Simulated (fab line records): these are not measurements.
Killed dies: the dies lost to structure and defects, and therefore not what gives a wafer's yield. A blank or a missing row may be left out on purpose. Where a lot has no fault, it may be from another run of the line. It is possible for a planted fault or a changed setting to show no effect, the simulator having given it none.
Which tool was responsible? | flow n5 finfet | 24 lots, 72 wafers sampled, at 6 steps of a route of 1938

== WHAT THE GAUGES READ, wafer by wafer ==
The record lacks any reading of a measuring or inspecting step that a usual standard deviation could be used to judge.

== WHICH TOOL RAN EACH LOT (tool, then ch and the chambers of the sampled wafers, then the start) ==
lot  | N5_BEOL_M1_VIA_ETCH_34             | N5_BEOL_M1_STRIP_97                           | N5_BEOL_M1_DEGAS_44          | N5_BEOL_M1_ANNEAL_49         | N5_BEOL_M1_SPUTTER_79        | N5_BEOL_M1_SPUTTER_88
L074 | rie diel-03 ch 0,2, day 6 03:13    | rie diel-03 ch 0,2, day 6 03:51 or earlier    | pvd sputter-01, day 6 03:51  | pvd sputter-03, day 6 04:31  | pvd sputter-03, day 6 04:40  | pvd sputter-03, day 6 05:19
L075 | rie diel-03 ch 0,1,2, day 6 15:31  | rie diel-03 ch 0,1,2, day 6 16:07 or earlier  | pvd sputter-02, day 6 16:07  | pvd sputter-03, day 6 19:01  | pvd sputter-03, day 6 19:10  | pvd sputter-03, day 6 19:49
L076 | rie diel-03 ch 0,1,2, day 6 20:51  | rie diel-03 ch 0,1,2, day 6 21:43 or earlier  | pvd sputter-02, day 6 21:43  | pvd sputter-02, day 6 22:39  | pvd sputter-02, day 6 22:47  | pvd sputter-02, day 6 23:27
L077 | rie diel-04 ch 0,1,2, day 6 21:51  | rie diel-04 ch 0,1,2, day 6 22:29 or earlier  | pvd sputter-02, day 6 22:29  | pvd sputter-01, day 6 23:11  | pvd sputter-01, day 6 23:20  | pvd sputter-01, day 6 23:59
L078 | rie diel-06 ch 1,2, day 7 03:27    | rie diel-06 ch 1,2, day 7 04:17 or earlier    | pvd sputter-01, day 7 04:17  | pvd sputter-01, day 7 04:56  | pvd sputter-01, day 7 05:04  | pvd sputter-01, day 7 05:44
L079 | rie diel-03 ch 0,1,3, day 7 05:19  | rie diel-03 ch 0,1,3, day 7 05:48 or earlier  | pvd sputter-02, day 7 05:48  | pvd sputter-03, day 7 06:29  | pvd sputter-03, day 7 06:38  | pvd sputter-03, day 7 07:17
L080 | rie diel-06 ch 0,1,2, day 7 16:16  | rie diel-06 ch 0,1,2, day 7 18:13 or earlier  | pvd sputter-03, day 7 18:13  | pvd sputter-03, day 7 19:06  | pvd sputter-03, day 7 19:14  | pvd sputter-03, day 7 19:54
L081 | rie diel-03 ch 1,2, day 8 05:49    | rie diel-03 ch 1,2, day 8 06:25 or earlier    | pvd sputter-02, day 8 06:25  | pvd sputter-02, day 8 07:07  | pvd sputter-02, day 8 07:15  | pvd sputter-02, day 8 07:55
L082 | rie diel-04 ch 2,3, day 8 09:50    | rie diel-04 ch 2,3, day 8 10:20 or earlier    | pvd sputter-02, day 8 10:20  | pvd sputter-03, day 8 11:02  | pvd sputter-03, day 8 11:10  | pvd sputter-03, day 8 11:50
L083 | rie diel-06 ch 1,2, day 8 09:53    | rie diel-06 ch 1,2, day 8 10:25 or earlier    | pvd sputter-02, day 8 10:25  | pvd sputter-02, day 8 11:22  | pvd sputter-02, day 8 11:30  | pvd sputter-02, day 8 12:10
L084 | rie diel-03 ch 1,2, day 9 15:04    | rie diel-03 ch 1,2, day 9 15:41 or earlier    | pvd sputter-02, day 9 15:41  | pvd sputter-03, day 9 16:27  | pvd sputter-03, day 9 16:37  | pvd sputter-03, day 9 17:19
L085 | rie diel-03 ch 0,1,3, day 9 17:06  | rie diel-03 ch 0,1,3, day 9 17:33 or earlier  | pvd sputter-02, day 9 17:33  | pvd sputter-01, day 9 18:11  | pvd sputter-01, day 9 18:19  | pvd sputter-01, day 9 18:59
L086 | rie diel-04 ch 0,1, day 9 17:41    | rie diel-04 ch 0,1, day 9 18:29 or earlier    | pvd sputter-03, day 9 18:29  | pvd sputter-03, day 9 19:14  | pvd sputter-03, day 9 19:23  | pvd sputter-03, day 9 20:05
L087 | rie diel-06 ch 1,2, day 9 17:48    | rie diel-06 ch 1,2, day 9 18:37 or earlier    | pvd sputter-02, day 9 18:37  | pvd sputter-01, day 9 20:01  | pvd sputter-01, day 9 20:10  | pvd sputter-01, day 9 20:49
L088 | rie diel-06 ch 1,2,3, day 9 22:51  | rie diel-06 ch 1,2,3, day 9 23:28 or earlier  | pvd sputter-03, day 9 23:28  | pvd sputter-03, day 10 00:15 | pvd sputter-03, day 10 00:25 | pvd sputter-03, day 10 01:07
L089 | rie diel-03 ch 1,2,3, day 10 01:16 | rie diel-03 ch 1,2,3, day 10 02:10 or earlier | pvd sputter-01, day 10 02:10 | pvd sputter-01, day 10 02:58 | pvd sputter-01, day 10 03:06 | pvd sputter-01, day 10 03:46
L091 | rie diel-03 ch 0,2,3, day 10 12:23 | rie diel-03 ch 0,2,3, day 10 13:09 or earlier | pvd sputter-02, day 10 13:09 | pvd sputter-01, day 10 14:28 | pvd sputter-01, day 10 14:37 | pvd sputter-01, day 10 15:16
L090 | rie diel-03 ch 2,3, day 10 15:17   | rie diel-03 ch 2,3, day 10 16:04 or earlier   | pvd sputter-02, day 10 16:04 | pvd sputter-01, day 10 16:57 | pvd sputter-01, day 10 17:05 | pvd sputter-01, day 10 17:45
L092 | rie diel-06 ch 2,3, day 10 20:04   | rie diel-06 ch 2,3, day 10 20:56 or earlier   | pvd sputter-01, day 10 20:56 | pvd sputter-01, day 10 23:31 | pvd sputter-01, day 10 23:39 | pvd sputter-01, day 11 00:19
L093 | rie diel-04 ch 0,2, day 10 23:22   | rie diel-04 ch 0,2, day 11 00:19 or earlier   | pvd sputter-02, day 11 00:19 | pvd sputter-02, day 11 01:20 | pvd sputter-02, day 11 01:28 | pvd sputter-02, day 11 02:08
L094 | rie diel-03 ch 1,2, day 11 04:58   | rie diel-03 ch 1,2, day 11 05:33 or earlier   | pvd sputter-01, day 11 05:33 | pvd sputter-02, day 11 08:07 | pvd sputter-02, day 11 08:15 | pvd sputter-02, day 11 08:55
L095 | rie diel-04 ch 0,2, day 11 15:03   | rie diel-04 ch 0,2, day 11 15:56 or earlier   | pvd sputter-03, day 11 15:56 | pvd sputter-01, day 11 18:05 | pvd sputter-01, day 11 18:14 | pvd sputter-01, day 11 18:53
L096 | rie diel-04 ch 1,2,3, day 11 19:10 | rie diel-04 ch 1,2,3, day 11 19:51 or earlier | pvd sputter-01, day 11 19:51 | pvd sputter-02, day 11 20:33 | pvd sputter-02, day 11 20:41 | pvd sputter-02, day 11 21:21
L097 | rie diel-04 ch 0,3, day 12 06:26   | rie diel-04 ch 0,3, day 12 07:16 or earlier   | pvd sputter-03, day 12 07:16 | pvd sputter-02, day 12 08:39 | pvd sputter-02, day 12 08:47 | pvd sputter-02, day 12 09:27
- N5_BEOL_M1_VIA_ETCH_34: etches the open film in C4F6/O2, target depth 67.8 nm, time 64.4 s.
- N5_BEOL_M1_STRIP_97: strips in N2/H2, time 10 s.
- N5_BEOL_M1_DEGAS_44: time 60 s.
- N5_BEOL_M1_ANNEAL_49: time 240 s.
- N5_BEOL_M1_SPUTTER_79: material Cu, target thk 4.5 nm, time 8.29 s.
- N5_BEOL_M1_SPUTTER_88: material Cu, target thk 4.5 nm, time 8.29 s.

== AS READ BY THE TOOLS THEMSELVES (means over the sampled wafers that have a number; for cases with no such wafer, the mark the record gives instead) ==
N5_BEOL_M1_VIA_ETCH_34. Usual: O2_flow_sccm 9.999 sccm, standard deviation 0.03; drypump motor current A 5.5 A, standard deviation 0.4; oes product au 0.77 a.u., standard deviation 0.077; rf vpp V 665 V, standard deviation 12; showerhead plenum p Torr 2.79 Torr, standard deviation 0.091; throttle valve pct 30.76 %, standard deviation 0.24.
lot  | tool        | O2_flow_sccm (sccm) | drypump motor current A (A) | oes product au (a.u.) | rf vpp V (V) | showerhead plenum p Torr (Torr) | throttle valve pct (%) | flag
L074 | rie diel-03 | 9.994               | 5.5                         | 0.75                  | 663          | 2.74                            | 30.90                  |
L075 | rie diel-03 | 9.977               | 5.5                         | 0.74                  | 672          | 2.80                            | 30.79                  |
L076 | rie diel-03 | 9.979               | 5.5                         | 0.74                  | 671          | 2.79                            | 30.78                  |
L077 | rie diel-04 | 10.024              | 5.4                         | 0.80                  | 667          | 2.81                            | 30.81                  |
L078 | rie diel-06 | 9.997               | 5.7                         | 0.74                  | 662          | 2.80                            | 30.87                  |
L079 | rie diel-03 | 10.031              | 5.7                         | 0.75                  | 668          | 2.71                            | 30.74                  |
L080 | rie diel-06 | 10.000              | 6.0                         | 0.76                  | 662          | 2.81                            | 30.73                  |
L081 | rie diel-03 | 9.989               | 5.3                         | 0.72                  | 674          | 2.90                            | 30.86                  |
L082 | rie diel-04 | 9.993               | 4.9                         | 0.78                  | 654          | 2.81                            | 30.72                  |
L083 | rie diel-06 | 10.013              | 5.7                         | 0.72                  | 662          | 2.80                            | 30.87                  |
L084 | rie diel-03 | 10.002              | 5.5                         | 0.72                  | 679          | 2.84                            | 30.70                  |
L085 | rie diel-03 | 9.984               | 5.6                         | 0.73                  | 667          | 2.71                            | 30.75                  |
L086 | rie diel-04 | 9.986               | 5.8                         | 0.86                  | 679          | 2.78                            | 30.72                  |
L087 | rie diel-06 | 9.989               | 5.8                         | 0.74                  | 659          | 2.77                            | 30.99                  |
L088 | rie diel-06 | 10.030              | 5.5                         | 0.80                  | 657          | 2.82                            | 30.74                  |
L089 | rie diel-03 | 10.003              | 5.5                         | 0.72                  | 671          | 2.81                            | 30.83                  |
L091 | rie diel-03 | 10.017              | 5.5                         | 0.73                  | 662          | 2.76                            | 30.92                  |
L090 | rie diel-03 | 9.936               | 5.3                         | 0.71                  | 665          | 2.86                            | 30.99                  |
L092 | rie diel-06 | 10.014              | 5.2                         | 0.84                  | 654          | 2.87                            | 30.48                  |
L093 | rie diel-04 | 9.975               | 5.6                         | 0.81                  | 672          | 2.74                            | 30.62                  |
L094 | rie diel-03 | 9.978               | 5.5                         | 0.71                  | 679          | 2.84                            | 30.70                  |
L095 | rie diel-04 | 10.009              | 5.3                         | 0.83                  | 662          | 2.76                            | 30.66                  |
L096 | rie diel-04 | 9.997               | 5.1                         | 0.82                  | 657          | 2.82                            | 30.82                  |
L097 | rie diel-04 | 10.002              | 5.3                         | 0.73                  | 665          | 2.78                            | 30.72                  |

N5_BEOL_M1_STRIP_97. Usual: drypump motor current A 5.5 A, standard deviation 0.41; oes product au 0.78 a.u., standard deviation 0.079; rf vpp V 59.0 V, standard deviation 0.86; showerhead plenum p Torr 2.50 Torr, standard deviation 0.082; throttle valve pct 23.76 %, standard deviation 0.27.
lot  | tool        | drypump motor current A (A) | oes product au (a.u.) | rf vpp V (V) | showerhead plenum p Torr (Torr) | throttle valve pct (%) | flag
L074 | rie diel-03 | 5.5                         | 0.76                  | 58.4         | 2.45                            | 23.96                  |
L075 | rie diel-03 | 5.5                         | 0.75                  | 59.8         | 2.51                            | 23.87                  |
L076 | rie diel-03 | 5.5                         | 0.74                  | 59.3         | 2.51                            | 23.87                  |
L077 | rie diel-04 | 5.5                         | 0.81                  | 59.5         | 2.51                            | 23.87                  |
L078 | rie diel-06 | 5.7                         | 0.73                  | 58.8         | 2.48                            | 23.64                  |
L079 | rie diel-03 | 5.6                         | 0.75                  | 58.4         | 2.44                            | 23.84                  |
L080 | rie diel-06 | 5.9                         | 0.77                  | 59.6         | 2.50                            | 23.64                  |
L081 | rie diel-03 | 5.3                         | 0.73                  | 59.9         | 2.60                            | 23.87                  |
L082 | rie diel-04 | 4.9                         | 0.78                  | 59.1         | 2.51                            | 23.55                  |
L083 | rie diel-06 | 5.7                         | 0.73                  | 58.3         | 2.48                            | 23.66                  |
L084 | rie diel-03 | 5.5                         | 0.73                  | 59.2         | 2.56                            | 23.82                  |
L085 | rie diel-03 | 5.7                         | 0.74                  | 58.5         | 2.44                            | 23.88                  |
L086 | rie diel-04 | 5.8                         | 0.84                  | 58.7         | 2.50                            | 23.90                  |
L087 | rie diel-06 | 5.7                         | 0.74                  | 58.6         | 2.46                            | 23.87                  |
L088 | rie diel-06 | 5.5                         | 0.81                  | 59.5         | 2.51                            | 23.59                  |
L089 | rie diel-03 | 5.5                         | 0.73                  | 58.9         | 2.53                            | 23.87                  |
L091 | rie diel-03 | 5.5                         | 0.74                  | 59.2         | 2.47                            | 23.95                  |
L090 | rie diel-03 | 5.4                         | 0.73                  | 58.6         | 2.56                            | 23.94                  |
L092 | rie diel-06 | 5.2                         | 0.85                  | 58.8         | 2.56                            | 23.31                  |
L093 | rie diel-04 | 5.6                         | 0.82                  | 58.0         | 2.46                            | 23.66                  |
L094 | rie diel-03 | 5.5                         | 0.71                  | 59.1         | 2.56                            | 23.84                  |
L095 | rie diel-04 | 5.2                         | 0.84                  | 58.3         | 2.47                            | 23.56                  |
L096 | rie diel-04 | 5.1                         | 0.82                  | 59.0         | 2.52                            | 23.76                  |
L097 | rie diel-04 | 5.3                         | 0.72                  | 58.5         | 2.49                            | 23.70                  |

N5_BEOL_M1_DEGAS_44. Usual: 356 W for heater power w, sd 51.
lot  | tool           | heater power w (W) | flag
L074 | pvd sputter-01 | 281                |
L075 | pvd sputter-02 | 403                |
L076 | pvd sputter-02 | 400                |
L077 | pvd sputter-02 | 373                |
L078 | pvd sputter-01 | 277                |
L079 | pvd sputter-02 | 397                |
L080 | pvd sputter-03 | 340                |
L081 | pvd sputter-02 | 397                |
L082 | pvd sputter-02 | 398                |
L083 | pvd sputter-02 | 375                |
L084 | pvd sputter-02 | 375                |
L085 | pvd sputter-02 | 429                |
L086 | pvd sputter-03 | 318                |
L087 | pvd sputter-02 | 369                |
L088 | pvd sputter-03 | 317                |
L089 | pvd sputter-01 | 292                |
L091 | pvd sputter-02 | 393                |
L090 | pvd sputter-02 | 398                |
L092 | pvd sputter-01 | 345                |
L093 | pvd sputter-02 | 370                |
L094 | pvd sputter-01 | 323                |
L095 | pvd sputter-03 | 332                |
L096 | pvd sputter-01 | 328                |
L097 | pvd sputter-03 | 333                |

N5_BEOL_M1_ANNEAL_49. Usual: 844 W for heater power w, sd 120.
lot  | tool           | heater power w (W) | flag
L074 | pvd sputter-03 | 785                |
L075 | pvd sputter-03 | 792                |
L076 | pvd sputter-02 | 1003               |
L077 | pvd sputter-01 | 805                |
L078 | pvd sputter-01 | 737                |
L079 | pvd sputter-03 | 829                |
L080 | pvd sputter-03 | 823                |
L081 | pvd sputter-02 | 904                |
L082 | pvd sputter-03 | 800                |
L083 | pvd sputter-02 | 914                |
L084 | pvd sputter-03 | 792                |
L085 | pvd sputter-01 | 733                |
L086 | pvd sputter-03 | 797                |
L087 | pvd sputter-01 | 764                |
L088 | pvd sputter-03 | 799                |
L089 | pvd sputter-01 | 726                |
L091 | pvd sputter-01 | 812                |
L090 | pvd sputter-01 | 775                |
L092 | pvd sputter-01 | 684                |
L093 | pvd sputter-02 | 938                |
L094 | pvd sputter-02 | 857                |
L095 | pvd sputter-01 | 827                |
L096 | pvd sputter-02 | 930                |
L097 | pvd sputter-02 | 1007               |

N5_BEOL_M1_SPUTTER_79. Usual: chuck sensor temp C -15.9 C, standard deviation 0.55; throttle valve pct 29.7 %, standard deviation 1.1.
lot  | tool           | chuck sensor temp C (C) | throttle valve pct (%) | flag
L074 | pvd sputter-03 | -15.7                   | 28.7                   |
L075 | pvd sputter-03 | -16.3                   | 29.3                   |
L076 | pvd sputter-02 | -16.5                   | 30.1                   |
L077 | pvd sputter-01 | -15.6                   | 29.3                   |
L078 | pvd sputter-01 | -16.5                   | 30.0                   |
L079 | pvd sputter-03 | -15.5                   | 29.1                   |
L080 | pvd sputter-03 | -15.5                   | 29.3                   |
L081 | pvd sputter-02 | -15.4                   | 31.0                   |
L082 | pvd sputter-03 | -16.2                   | 29.3                   |
L083 | pvd sputter-02 | -15.5                   | 30.8                   |
L084 | pvd sputter-03 | -15.7                   | 28.8                   |
L085 | pvd sputter-01 | -16.0                   | 29.5                   |
L086 | pvd sputter-03 | -15.7                   | 28.7                   |
L087 | pvd sputter-01 | -16.0                   | 28.6                   |
L088 | pvd sputter-03 | -16.1                   | 29.3                   |
L089 | pvd sputter-01 | -16.1                   | 29.5                   |
L091 | pvd sputter-01 | -15.5                   | 29.5                   |
L090 | pvd sputter-01 | -16.3                   | 29.1                   |
L092 | pvd sputter-01 | -15.6                   | 30.0                   |
L093 | pvd sputter-02 | -16.0                   | 30.8                   |
L094 | pvd sputter-02 | -15.8                   | 30.8                   |
L095 | pvd sputter-01 | -15.6                   | 29.2                   |
L096 | pvd sputter-02 | -16.1                   | 30.8                   |
L097 | pvd sputter-02 | -16.5                   | 30.0                   |

N5_BEOL_M1_SPUTTER_88. Usual: chuck sensor temp C -15.9 C, standard deviation 0.55; throttle valve pct 29.8 %, standard deviation 1.1.
lot  | tool           | chuck sensor temp C (C) | throttle valve pct (%) | flag
L074 | pvd sputter-03 | -15.7                   | 28.9                   |
L075 | pvd sputter-03 | -16.2                   | 29.1                   |
L076 | pvd sputter-02 | -16.3                   | 30.0                   |
L077 | pvd sputter-01 | -15.6                   | 29.4                   |
L078 | pvd sputter-01 | -16.6                   | 29.8                   |
L079 | pvd sputter-03 | -15.4                   | 29.4                   |
L080 | pvd sputter-03 | -15.6                   | 29.3                   |
L081 | pvd sputter-02 | -15.5                   | 31.0                   |
L082 | pvd sputter-03 | -16.2                   | 29.3                   |
L083 | pvd sputter-02 | -15.6                   | 31.0                   |
L084 | pvd sputter-03 | -15.8                   | 28.8                   |
L085 | pvd sputter-01 | -16.0                   | 29.5                   |
L086 | pvd sputter-03 | -15.8                   | 28.8                   |
L087 | pvd sputter-01 | -15.8                   | 28.8                   |
L088 | pvd sputter-03 | -16.2                   | 29.3                   |
L089 | pvd sputter-01 | -16.0                   | 29.4                   |
L091 | pvd sputter-01 | -15.6                   | 29.5                   |
L090 | pvd sputter-01 | -16.5                   | 28.9                   |
L092 | pvd sputter-01 | -15.5                   | 29.8                   |
L093 | pvd sputter-02 | -16.1                   | 30.8                   |
L094 | pvd sputter-02 | -15.8                   | 31.0                   |
L095 | pvd sputter-01 | -15.6                   | 29.5                   |
L096 | pvd sputter-02 | -16.0                   | 30.8                   |
L097 | pvd sputter-02 | -16.2                   | 30.0                   |

== THE ANSWER, worked out from the rows above alone ==
Rule: a lot counts as off when the mean over its wafers that have a number is more than 3 standard deviations away from the usual mean. A lot without any number at a reading at which 4 lots or more have one is off too. The other lots that the step has rows for count as sound. Order of review: gauges by route order, followed by the tools' own readings, for which a lot's mean as printed above is used. The first step at which some lot is off is used, and at that step the reading that is off furthest; a lot without a number counts as furthest.
None of the lots is off at any reading shown; this tells nothing.

== WHAT THE SIMULATOR HAD PUT IN ==
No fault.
